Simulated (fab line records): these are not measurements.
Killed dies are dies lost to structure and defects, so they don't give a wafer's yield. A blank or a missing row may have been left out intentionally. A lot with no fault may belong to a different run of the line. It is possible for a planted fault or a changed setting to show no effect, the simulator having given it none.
What tool caused it? + flow n5-finfet + 10 lots with 29 wafers sampled at 5 steps, on a route of 1938 steps

WHAT EACH GAUGE READ, for each wafer
N5_BEOL_M4_RC_MEAS_101. Usual: DIBL_N 36.5 mV/V, standard deviation 2.1; DIBL_P 36.6 mV/V, standard deviation 2.6; IOFF_N 0.17 nA/um, standard deviation 0.044; IOFF_P 0.21 nA/um, standard deviation 0.048; ION_N 674 uA/um, standard deviation 17; ION_P 462 uA/um, standard deviation 9.5; SS_N 71.6 mV/dec, standard deviation 0.77; SS_P 73.5 mV/dec, standard deviation 0.72; VT_N 250 mV, standard deviation 4.2; VT_P -250 mV, standard deviation 3.9.
| lot  | measured     | on        | DIBL_N (mV/V)  | DIBL_P (mV/V)  | IOFF_N (nA/um) | IOFF_P (nA/um) | ION_N (uA/um) | ION_P (uA/um) | SS_N (mV/dec)  | SS_P (mV/dec)  | VT_N (mV)   | VT_P (mV)      | flag |
|------|--------------|-----------|----------------|----------------|----------------|----------------|---------------|---------------|----------------|----------------|-------------|----------------|------|
| L140 | day 10 11:35 | prober-02 | 37.2 40.6 39.5 | 37.7 42.3 40.8 | 0.14 0.24 0.20 | 0.20 0.28 0.25 | 667 706 685   | 462 478 465   | 71.1 72.4 72.2 | 73.0 74.4 74.3 | 253 241 248 | -253 -245 -247 |      |
| L142 | day 10 20:36 | prober-02 | 34.7 36.8 32.4 | 35.1 38.1 33.0 | 0.13 0.17 0.10 | 0.16 0.21 0.15 | 675 687 657   | 459 468 460   | 70.9 71.0 70.7 | 73.1 73.9 71.7 | 255 249 254 | -254 -252 -254 |      |
| L144 | day 11 17:02 | prober-02 | 35.0 42.0 34.9 | 34.2 43.0 33.9 | 0.13 0.28 0.13 | 0.15 0.29 0.16 | 644 704 676   | 440 470 457   | 71.1 73.0 71.1 | 72.1 74.2 73.0 | 253 241 249 | -258 -251 -253 |      |
| L143 | day 11 21:37 | prober-01 | 39.1 37.9 34.6 | 39.4 39.1 33.8 | 0.21 0.18 0.12 | 0.24 0.23 0.17 | 694 666 664   | 469 461 457   | 72.9 72.4 70.8 | 74.1 73.7 73.6 | 247 250 255 | -248 -251 -254 |      |
| L145 | day 11 10:42 | prober-02 | 35.6 36.0 32.7 | 36.7 35.2 32.9 | 0.16 0.15 0.11 | 0.20 0.17 0.16 | 667 651 653   | 461 445 454   | 71.5 72.3 70.0 | 73.4 73.0 73.2 | 247 253 254 | -250 -253 -254 |      |
| L146 | day 11 12:14 | prober-01 | 36.6 36.9      | 35.0 35.7      | 0.16 0.18      | 0.21 0.22      | 691 697       | 467 473       | 71.0 71.7      | 73.7 73.7      | 253 249     | -253 -250      |      |
| L147 | day 12 06:16 | prober-01 | 37.4 37.1 35.6 | 37.5 36.5 34.6 | 0.16 0.14 0.12 | 0.22 0.21 0.18 | 680 658 665   | 464 465 464   | 71.7 72.3 71.1 | 73.9 73.2 72.7 | 251 254 255 | -249 -248 -251 |      |
| L150 | day 13 00:13 | prober-01 | 38.7 38.1 36.4 | 38.6 38.9 36.6 | 0.21 0.21 0.16 | 0.25 0.25 0.21 | 703 696 677   | 473 480 455   | 71.7 71.5 70.9 | 74.1 73.7 73.3 | 243 244 248 | -249 -248 -250 |      |
| L154 | day 13 11:56 | prober-01 | 37.2 33.4 35.6 | 36.8 33.5 34.8 | 0.19 0.13 0.16 | 0.27 0.20 0.23 | 692 670 662   | 484 467 469   | 72.1 70.7 71.8 | 74.2 73.6 73.9 | 245 251 249 | -244 -249 -244 |      |
| L155 | day 14 11:39 | prober-01 | 36.8 39.7 41.3 | 35.2 40.8 41.4 | 0.14 0.23 0.27 | 0.17 0.27 0.28 | 642 699 686   | 446 477 459   | 71.7 72.2 73.6 | 73.2 73.9 74.2 | 255 247 246 | -254 -245 -251 |      |

WHAT TOOL EACH LOT RAN ON (gives the tool, then ch and the chambers of the sampled wafers, and finally the start)
| lot  | N5_BEOL_M1_SPUTTER_94        | N5_BEOL_M1_PRE_CLEAN_60         | N5_BEOL_M2_COAT_05                | N5_BEOL_M2_ETCH_74                 |
|------|------------------------------|---------------------------------|-----------------------------------|------------------------------------|
| L140 | pvd-sputter-02, day 7 04:17  | cvd-co-01 ch 1,2, day 7 05:20   | litho-track-03 ch 0, day 7 05:59  | rie-diel-05 ch 1,2,3, day 7 06:26  |
| L142 | pvd-sputter-03, day 7 11:38  | cvd-co-02 ch 0,1,2, day 7 12:41 | litho-track-05 ch 0, day 7 15:54  | rie-diel-01 ch 0,1,3, day 7 16:25  |
| L144 | pvd-sputter-02, day 8 12:55  | cvd-co-01 ch 0,1, day 8 14:06   | litho-track-04 ch 0, day 8 16:07  | rie-diel-01 ch 0,1, day 8 16:56    |
| L143 | pvd-sputter-03, day 8 18:29  | cvd-co-01 ch 0,2, day 8 19:31   | litho-track-03 ch 0, day 8 20:48  | rie-diel-04 ch 0,2, day 8 21:21    |
| L145 | pvd-sputter-02, day 8 18:34  | cvd-co-01 ch 0,1,2, day 8 19:38 | litho-track-04 ch 0, day 8 20:50  | rie-diel-05 ch 1,2, day 8 21:35    |
| L146 | pvd-sputter-02, day 8 20:27  | cvd-co-02 ch 2, day 8 21:37     | litho-track-03 ch 0, day 8 23:52  | rie-diel-05 ch 1,2, day 9 00:25    |
| L147 | pvd-sputter-03, day 9 02:17  | cvd-co-01 ch 1,2, day 9 03:26   | litho-track-03 ch 0, day 9 05:35  | rie-diel-04 ch 0,3, day 9 06:01    |
| L150 | pvd-sputter-02, day 9 19:49  | cvd-co-01 ch 0,1,2, day 9 20:52 | litho-track-03 ch 0, day 9 21:55  | rie-diel-01 ch 1,2,3, day 9 22:22  |
| L154 | pvd-sputter-03, day 11 04:55 | cvd-co-02 ch 1,2, day 11 05:58  | litho-track-03 ch 0, day 11 06:33 | rie-diel-04 ch 0,2,3, day 11 06:58 |
| L155 | pvd-sputter-02, day 11 13:23 | cvd-co-01 ch 1,2, day 11 14:25  | litho-track-03 ch 0, day 11 15:44 | rie-diel-01 ch 1,2, day 11 16:20   |
- N5_BEOL_M1_SPUTTER_94: material Cu, target thk 4.5 nm, time 8.29 s.
- N5_BEOL_M1_PRE_CLEAN_60: time 15 s.
- N5_BEOL_M2_COAT_05: resist thk 30 nm.
- N5_BEOL_M2_ETCH_74: etches underlayer in N2/H2, target depth 6.5 nm, time 5.2 s.

AS READ BY THE TOOLS THEMSELVES (means over the sampled wafers that have a number; for cases with no such wafer, the mark the record gives instead)
N5_BEOL_M1_SPUTTER_94. Usual: 29.6 % for throttle-valve-pct, sd 0.82.
| lot  | tool           | throttle-valve-pct (%) | flag |
|------|----------------|------------------------|------|
| L140 | pvd-sputter-02 | 29.9                   |      |
| L142 | pvd-sputter-03 | 29.0                   |      |
| L144 | pvd-sputter-02 | 29.3                   |      |
| L143 | pvd-sputter-03 | 29.7                   |      |
| L145 | pvd-sputter-02 | 29.7                   |      |
| L146 | pvd-sputter-02 | 29.7                   |      |
| L147 | pvd-sputter-03 | 28.6                   |      |
| L150 | pvd-sputter-02 | 29.8                   |      |
| L154 | pvd-sputter-03 | 30.0                   |      |
| L155 | pvd-sputter-02 | 29.5                   |      |

N5_BEOL_M1_PRE_CLEAN_60. Usual: 80 W for heater-power-w, sd 15.
| lot  | tool      | heater-power-w (W) | flag |
|------|-----------|--------------------|------|
| L140 | cvd-co-01 | 86                 |      |
| L142 | cvd-co-02 | 77                 |      |
| L144 | cvd-co-01 | 75                 |      |
| L143 | cvd-co-01 | 71                 |      |
| L145 | cvd-co-01 | 82                 |      |
| L146 | cvd-co-02 | 62                 |      |
| L147 | cvd-co-01 | 95                 |      |
| L150 | cvd-co-01 | 81                 |      |
| L154 | cvd-co-02 | 74                 |      |
| L155 | cvd-co-01 | 96                 |      |

N5_BEOL_M2_COAT_05. Usual: 1500.0 rpm for spin-speed-rpm, sd 0.84.
| lot  | tool           | spin-speed-rpm (rpm) | flag |
|------|----------------|----------------------|------|
| L140 | litho-track-03 | 1500.1               |      |
| L142 | litho-track-05 | 1499.7               |      |
| L144 | litho-track-04 | 1499.2               |      |
| L143 | litho-track-03 | 1500.1               |      |
| L145 | litho-track-04 | 1499.9               |      |
| L146 | litho-track-03 | 1499.8               |      |
| L147 | litho-track-03 | 1500.4               |      |
| L150 | litho-track-03 | 1499.9               |      |
| L154 | litho-track-03 | 1373.2               | OFF  |
| L155 | litho-track-03 | 1373.3               | OFF  |

N5_BEOL_M2_ETCH_74. Usual: bias-w 150.0 W (standard deviation 0.43); drypump-motor-current-A 5.6 A (standard deviation 0.41); etch-rf-on-time-s 5.17 s (standard deviation 0.15); oes-product-au 0.65 a.u. (standard deviation 0.058); rf-vpp-V 523.5 V (standard deviation 2.7); showerhead-plenum-p-Torr 2.52 Torr (standard deviation 0.097); throttle-valve-pct 17.84 % (standard deviation 0.25).
| lot  | tool        | bias-w (W) | drypump-motor-current-A (A) | etch-rf-on-time-s (s) | oes-product-au (a.u.) | rf-vpp-V (V) | showerhead-plenum-p-Torr (Torr) | throttle-valve-pct (%) | flag |
|------|-------------|------------|-----------------------------|-----------------------|-----------------------|--------------|---------------------------------|------------------------|------|
| L140 | rie-diel-05 | 150.2      | 5.6                         | 5.24                  | 0.63                  | 523.4        | 2.49                            | 17.73                  |      |
| L142 | rie-diel-01 | 149.9      | 5.7                         | 5.21                  | 0.65                  | 524.7        | 2.57                            | 17.79                  |      |
| L144 | rie-diel-01 | 149.8      | 6.1                         | 5.13                  | 0.62                  | 527.1        | 2.62                            | 17.88                  |      |
| L143 | rie-diel-04 | 150.3      | 5.8                         | 5.09                  | 0.70                  | 524.3        | 2.57                            | 17.71                  |      |
| L145 | rie-diel-05 | 150.0      | 5.6                         | 5.21                  | 0.62                  | 525.3        | 2.56                            | 17.76                  |      |
| L146 | rie-diel-05 | 150.1      | 5.8                         | 5.12                  | 0.64                  | 526.0        | 2.55                            | 17.85                  |      |
| L147 | rie-diel-04 | 150.6      | 5.7                         | 5.13                  | 0.66                  | 524.4        | 2.52                            | 17.66                  |      |
| L150 | rie-diel-01 | 150.2      | 5.3                         | 5.22                  | 0.64                  | 524.4        | 2.55                            | 17.96                  |      |
| L154 | rie-diel-04 | 150.3      | 5.6                         | 5.04                  | 0.68                  | 523.7        | 2.52                            | 17.78                  |      |
| L155 | rie-diel-01 | 149.9      | 5.3                         | 5.25                  | 0.61                  | 524.7        | 2.59                            | 18.19                  |      |

THE ANSWER, worked out from the rows above alone
Rule: a lot counts as off when the mean over its wafers that have a number is more than 3 standard deviations away from the usual mean. Also off: a lot with no number at a reading for which 4 or more lots have one. The other lots that the step has rows for count as sound. Order of review: gauges by route order, followed by the tools' own readings, for which a lot's mean as printed above is used. At the first step where some lot is off, the reading lying furthest off is the one used; lots without a number count as furthest.
Off: L154, L155 (N5_BEOL_M2_COAT_05, spin-speed-rpm).
If a tool, at that step or one of the process steps before it, ran each lot that is off and ran no sound lot following the first of them, it fits. One fits: N5_BEOL_M2_COAT_05 on litho-track-03. A fault onset in the window from L150 (day 9 21:55, its last sound lot) to L154 (day 11 06:33, its first lot off) fits.
On the lots that are off, the tool's own readings at N5_BEOL_M2_COAT_05 differ by more than 5 times the standard deviation of the sound lots' means, which bears it out; spin-speed-rpm reads 1373.2 rpm there versus 1499.9 rpm on the sound lots.

WHAT THE SIMULATOR PUT IN
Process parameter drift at N5_BEOL_M2_COAT_05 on litho-track-03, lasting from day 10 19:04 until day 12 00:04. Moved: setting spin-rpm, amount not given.
Shown lots that were struck: L154, L155. The rule above reached the same finding.
